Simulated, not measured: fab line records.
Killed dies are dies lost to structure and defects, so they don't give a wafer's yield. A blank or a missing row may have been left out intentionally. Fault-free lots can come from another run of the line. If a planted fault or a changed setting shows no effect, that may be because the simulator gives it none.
Matching of chambers / flow n5_finfet / N5_HKMG_FIN_ETCH_58 on rie_diel-04: 4 sister chambers
The step etches SOC in N2/H2, target depth 215.8 nm, time 741 s. 14 wafers are shown with their chamber, then 7 later ones without.

## WAFERS PAIRED WITH THEIR CHAMBERS
wafer=L796.1; chamber=0; showerhead_plenum_p_Torr (Torr)=2.68; oes_product_au (a.u.)=0.78; throttle_valve_pct (%)=18.04
wafer=L796.2; chamber=2; showerhead_plenum_p_Torr (Torr)=2.64; oes_product_au (a.u.)=0.73; throttle_valve_pct (%)=17.78
wafer=L796.4; chamber=3; showerhead_plenum_p_Torr (Torr)=2.45; oes_product_au (a.u.)=0.77; throttle_valve_pct (%)=18.00
wafer=L802.3; chamber=2; showerhead_plenum_p_Torr (Torr)=2.63; oes_product_au (a.u.)=0.71; throttle_valve_pct (%)=17.80
wafer=L802.4; chamber=3; showerhead_plenum_p_Torr (Torr)=2.45; oes_product_au (a.u.)=0.76; throttle_valve_pct (%)=18.02
wafer=L802.5; chamber=3; showerhead_plenum_p_Torr (Torr)=2.45; oes_product_au (a.u.)=0.76; throttle_valve_pct (%)=18.02
wafer=L810.3; chamber=0; showerhead_plenum_p_Torr (Torr)=2.67; oes_product_au (a.u.)=0.76; throttle_valve_pct (%)=18.09
wafer=L810.5; chamber=3; showerhead_plenum_p_Torr (Torr)=2.44; oes_product_au (a.u.)=0.75; throttle_valve_pct (%)=18.06
wafer=L810.6; chamber=2; showerhead_plenum_p_Torr (Torr)=2.63; oes_product_au (a.u.)=0.70; throttle_valve_pct (%)=17.81
wafer=L811.1; chamber=3; showerhead_plenum_p_Torr (Torr)=2.44; oes_product_au (a.u.)=0.75; throttle_valve_pct (%)=18.06
wafer=L811.3; chamber=2; showerhead_plenum_p_Torr (Torr)=2.63; oes_product_au (a.u.)=0.71; throttle_valve_pct (%)=17.80
wafer=L811.4; chamber=1; showerhead_plenum_p_Torr (Torr)=2.59; oes_product_au (a.u.)=0.89; throttle_valve_pct (%)=17.97
wafer=L816.1; chamber=2; showerhead_plenum_p_Torr (Torr)=2.62; oes_product_au (a.u.)=0.69; throttle_valve_pct (%)=17.86
wafer=L816.4; chamber=1; showerhead_plenum_p_Torr (Torr)=2.58; oes_product_au (a.u.)=0.86; throttle_valve_pct (%)=17.98

SIGNATURES (means of the wafers above)
reading=showerhead_plenum_p_Torr; chamber 0=2.6750; chamber 1=2.5850; chamber 2=2.6300; chamber 3=2.4460; scatter within a chamber=0.00648
reading=oes_product_au; chamber 0=0.7700; chamber 1=0.8750; chamber 2=0.7080; chamber 3=0.7580; scatter within a chamber=0.0135
reading=throttle_valve_pct; chamber 0=18.0650; chamber 1=17.9750; chamber 2=17.8100; chamber 3=18.0320; scatter within a chamber=0.0279
Rule: a wafer's distance from a chamber is the root of the sum, over the readings, of the square of ((its reading less the chamber's mean) divided by the reading's scatter). The wafer belongs to the nearest chamber; if the next one is less than 2 further off, it can't be placed. The scatter is the square root of a quotient: the sum, over the shown wafers, of each reading's squared deviation from its chamber's mean, divided by wafers minus chambers.

## WAFERS WITHOUT THEIR CHAMBER
wafer=L816.6; showerhead_plenum_p_Torr (Torr)=2.58; oes_product_au (a.u.)=0.85; throttle_valve_pct (%)=18.00
wafer=L817.1; showerhead_plenum_p_Torr (Torr)=2.58; oes_product_au (a.u.)=0.86; throttle_valve_pct (%)=18.01
wafer=L817.3; showerhead_plenum_p_Torr (Torr)=2.44; oes_product_au (a.u.)=0.73; throttle_valve_pct (%)=18.09
wafer=L817.4; showerhead_plenum_p_Torr (Torr)=2.62; oes_product_au (a.u.)=0.69; throttle_valve_pct (%)=17.85
wafer=L818.1; showerhead_plenum_p_Torr (Torr)=2.67; oes_product_au (a.u.)=0.74; throttle_valve_pct (%)=18.09
wafer=L818.3; showerhead_plenum_p_Torr (Torr)=2.62; oes_product_au (a.u.)=0.69; throttle_valve_pct (%)=17.85
wafer=L818.5; showerhead_plenum_p_Torr (Torr)=2.62; oes_product_au (a.u.)=0.69; throttle_valve_pct (%)=17.87

## THE CHAMBER EACH PASSED THROUGH
wafer=L816.6; from the rows above=1; in truth=1
wafer=L817.1; from the rows above=1; in truth=1
wafer=L817.3; from the rows above=3; in truth=3
wafer=L817.4; from the rows above=2; in truth=2
wafer=L818.1; from the rows above=0; in truth=0
wafer=L818.3; from the rows above=2; in truth=2
wafer=L818.5; from the rows above=2; in truth=2
Correctly placed: 7 of 7. Number that these rows cannot place: 0. Placed wrongly: 0.
